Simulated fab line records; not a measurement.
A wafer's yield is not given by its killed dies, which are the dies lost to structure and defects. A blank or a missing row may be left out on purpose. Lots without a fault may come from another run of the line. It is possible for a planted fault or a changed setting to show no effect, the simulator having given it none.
Struck lot and sound lot, side by side | flow nand-harc | 41 steps out of a route of 1302
Sound: wafers L410.1, L410.2, L410.5. Struck: wafer L422.5. The cause is named last.
At each step with rows: each side's tool, then ch and its chambers, then its first start. Under that, the readings that differ: sound wafers | struck wafers | difference of the means | sigmas: that difference in standard deviations of wafers without a fault.
alike: readings with means less than 2 such deviations apart, plus words and numbers identical on both sides. not compared: withheld readings, readings lacking a value on some wafer, bounds such as >300 that could conceal the same value, and numbers that have no deviation in the record and whose values overlap.
A row with sigmas, a row that says differs or no value, or rows on one side alone: a step with any of these is where the two part. Non-overlapping numbers with no deviation appear without sigmas and do not part them. Lack of a reading on every wafer of one side parts them only where that side has two or more wafers.

first, 7 steps without rows for these wafers: NHARC_A_CHANNEL_HOLE_D1_STRIP_41 (strips in N2/H2); NHARC_A_CHANNEL_HOLE_D1_STRIP_42 (strips in CF4/CHF3); NHARC_A_CHANNEL_HOLE_D1_STRIP_43 (strips in O2/COS); NHARC_A_CHANNEL_HOLE_D1_ETCH_44 (etches the open film in CF4/O2, target depth 140 nm, overetch 14 nm, time 77 s); NHARC_A_CHANNEL_HOLE_D1_STRIP_27 (strips in O2); NHARC_A_CHANNEL_HOLE_D1_PRECLEAN_28 (cleans in SC1); NHARC_A_CHANNEL_HOLE_D1_SRD_29.
NHARC_A_CHANNEL_HOLE_D1_CD_MEAS_30:
  sound on cd-sem-02, day 11 11:13; struck on cd-sem-02, day 16 11:16
  alike: cd-nm
next, for these wafers, 1 step has no rows: NHARC_A_CHANNEL_HOLE_D1_XSEM_31.
NHARC_A_CHANNEL_HOLE_D1_INSPECT_40:
  sound on defect-inspect-02, day 11 11:25; struck on defect-inspect-02, day 16 11:27
  alike: raw-defect-count
then, 2 steps without rows for these wafers: NHARC_A_CHANNEL_FILL_D1_PRECLEAN_00 (cleans in SC1); NHARC_A_CHANNEL_FILL_D1_SRD_01.
NHARC_A_CHANNEL_FILL_D1_ALD_02: deposits SiO2, target thk 6 nm, pulse time 10 s, ald cycles 60.
  sound on ald-hk-04 ch 1,2,3, day 11 11:37; struck on ald-hk-04 ch 0, day 16 12:01
  reading    | sound    | struck | difference | sigmas
  ald-cycles | 60 60 60 | 27     | -33        |
  alike: heater-power-w, precursor-pulse-height-rel
then, 6 steps without rows for these wafers: NHARC_A_CHANNEL_FILL_D1_ALD_03 (deposits SiNx, target thk 6 nm, pulse time 60 s, ald cycles 58); NHARC_A_CHANNEL_FILL_D1_ALD_14 (deposits SiO2, target thk 2.5 nm, pulse time 10 s, ald cycles 25); NHARC_A_CHANNEL_FILL_D1_ALD_15 (deposits SiNx, target thk 2 nm, pulse time 60 s, ald cycles 19); NHARC_A_CHANNEL_FILL_D1_ALD_16 (deposits SiO2, target thk 1.5 nm, pulse time 10 s, ald cycles 15); NHARC_A_CHANNEL_FILL_D1_ANNEAL_17 (time 1800 s); NHARC_A_CHANNEL_FILL_D1_CVD_18 (deposits poly-Si, target thk 3 nm).
NHARC_A_CHANNEL_FILL_D1_ETCHBACK_19: etches the open film in HBr/Cl2, target depth 5 nm, time 1.7 s.
  sound on rie-si-01 ch 0,2, day 12 11:29; struck on rie-si-04 ch 0, day 17 11:43
  alike: drypump-motor-current-A, hbr-flow-sccm, oes-product-au, throttle-valve-pct
  not compared: rf-hours-counter-h
NHARC_A_CHANNEL_FILL_D1_ETCHBACK_20: etches the open film in C4F8/O2/Ar, target depth 27 nm, time 13.5 s.
  sound on rie-diel-07 ch 1,2, day 12 11:35; struck on rie-diel-03 ch 3, day 17 11:50
  reading      | sound       | struck | difference | sigmas
  rf-vpp-V (V) | 986 987 988 | 977    | -10        | -3
  alike: oes-product-au
  not compared: rf-hours-counter-h
NHARC_A_CHANNEL_FILL_D1_STRIP_28: strips in O2, time 20 s.
  sound on rie-diel-07 ch 0,1,3, day 12 11:41; struck on rie-diel-03 ch 2, day 17 11:54
  reading               | sound             | struck | difference | sigmas
  oes-product-au (a.u.) | 1.007 0.983 0.971 | 1.008  | +0.021     | +2
  alike: drypump-motor-current-A, rf-vpp-V, showerhead-plenum-p-Torr, throttle-valve-pct
  not compared: rf-hours-counter-h
then, 5 steps without rows for these wafers: NHARC_A_CHANNEL_FILL_D1_PRECLEAN_21 (cleans in dHF, time 30 s); NHARC_A_CHANNEL_FILL_D1_SRD_23; NHARC_A_CHANNEL_FILL_D1_CVD_05 (deposits poly-Si, target thk 5 nm); NHARC_A_CHANNEL_FILL_D1_ANNEAL_22 (time 7200 s); NHARC_A_CHANNEL_FILL_D1_ALD_25 (deposits SiOx, target thk 60 nm, pulse time 10 s, ald cycles 600).
NHARC_A_CHANNEL_FILL_D1_ETCHBACK_08: etches the open film in C4F8, target depth 220 nm, time 110 s.
  sound on rie-diel-07 ch 1,2; struck on rie-diel-07 ch 0
  alike: oes-product-au, rf-vpp-V
  not compared: rf-hours-counter-h
NHARC_A_CHANNEL_FILL_D1_STRIP_29: strips in O2, time 20 s.
  sound on rie-diel-07 ch 0,3; struck on rie-diel-07 ch 0
  alike: drypump-motor-current-A, oes-product-au, rf-vpp-V, showerhead-plenum-p-Torr, throttle-valve-pct
  not compared: rf-hours-counter-h
then, 5 steps without rows for these wafers: NHARC_A_CHANNEL_FILL_D1_PRECLEAN_30 (cleans in dHF, time 30 s); NHARC_A_CHANNEL_FILL_D1_SRD_31; NHARC_A_CHANNEL_FILL_D1_CVD_09 (deposits poly-Si, target thk 150 nm, time 3000 s); NHARC_A_CHANNEL_FILL_D1_CMP_10 (polishes, target thk 150 nm); NHARC_A_CHANNEL_FILL_D1_SRD_12.
NHARC_A_CHANNEL_FILL_D1_INSPECT_13:
  sound on defect-inspect-02, day 13 11:18; struck on defect-inspect-02, day 18 12:41
  reading          | sound       | struck | difference | sigmas
  raw-defect-count | 518 481 616 | 273    | -265       | -2
then, 4 steps without rows for these wafers: NHARC_A_DECK1_JOINT_ETCHBACK_07 (etches the open film in HBr, target depth 105 nm, time 26.9 s); NHARC_A_DECK1_JOINT_ETCH_25 (etches SiO2 in dHF, target depth 0.5 nm); NHARC_A_DECK1_JOINT_ETCH_19 (etches poly-Si in TMAH, target depth 3 nm); NHARC_A_DECK1_JOINT_ETCH_18 (etches SiO2 in dHF, target depth 3 nm).
-- jump in the record: it breaks off in module A_DECK1_JOINT and resumes in module END (first step shown: number 1301 of the route), and 13 days separate the struck wafers' starts before and after --
NHARC_END_WLT_00:
  sound on prober-02, day 26 19:17; struck on prober-01, day 31 20:22
  reading                           | sound             | struck | difference | sigmas
  VT_DECK1_BOTTOM                   | 0.873 0.864 0.878 | 0.851  | -0.021     | -3
  VT_DECK1_BOTTOM_INNER             | 0.872 0.872 0.865 | 0.846  | -0.024     | -3
  VT_DECK1_MEDIAN_NEAR_BOTTOM       | 0.873 0.871 0.873 | 0.855  | -0.017     | -2
  VT_DECK1_MEDIAN_NEAR_BOTTOM_INNER | 0.873 0.873 0.873 | 0.855  | -0.018     | -2
  VT_DECK1_TOP_INNER                | 0.894 0.887 0.891 | 0.874  | -0.017     | -2
  VT_DECK2_MIDDLE                   | 0.895 0.888 0.892 | 0.871  | -0.021     | -3
  VT_DECK2_MIDDLE_INNER             | 0.889 0.894 0.898 | 0.876  | -0.018     | -2
  alike: VT_DECK1_MIDDLE, VT_DECK1_MIDDLE_INNER, VT_DECK1_TOP, VT_DECK2_BOTTOM, VT_DECK2_BOTTOM_INNER, VT_DECK2_MEDIAN_NEAR_BOTTOM, VT_DECK2_MEDIAN_NEAR_BOTTOM_INNER, VT_DECK2_TOP, VT_DECK2_TOP_INNER
NHARC_END_SORT_01:
  only the struck wafers appear in the record here, on prober-01 ch 0 at day 32 00:30; the sound ones have no rows

## WHERE THEY PART
First at NHARC_A_CHANNEL_FILL_D1_ETCHBACK_20; last, within this record, at NHARC_END_SORT_01.

WHY: what the simulator had put in
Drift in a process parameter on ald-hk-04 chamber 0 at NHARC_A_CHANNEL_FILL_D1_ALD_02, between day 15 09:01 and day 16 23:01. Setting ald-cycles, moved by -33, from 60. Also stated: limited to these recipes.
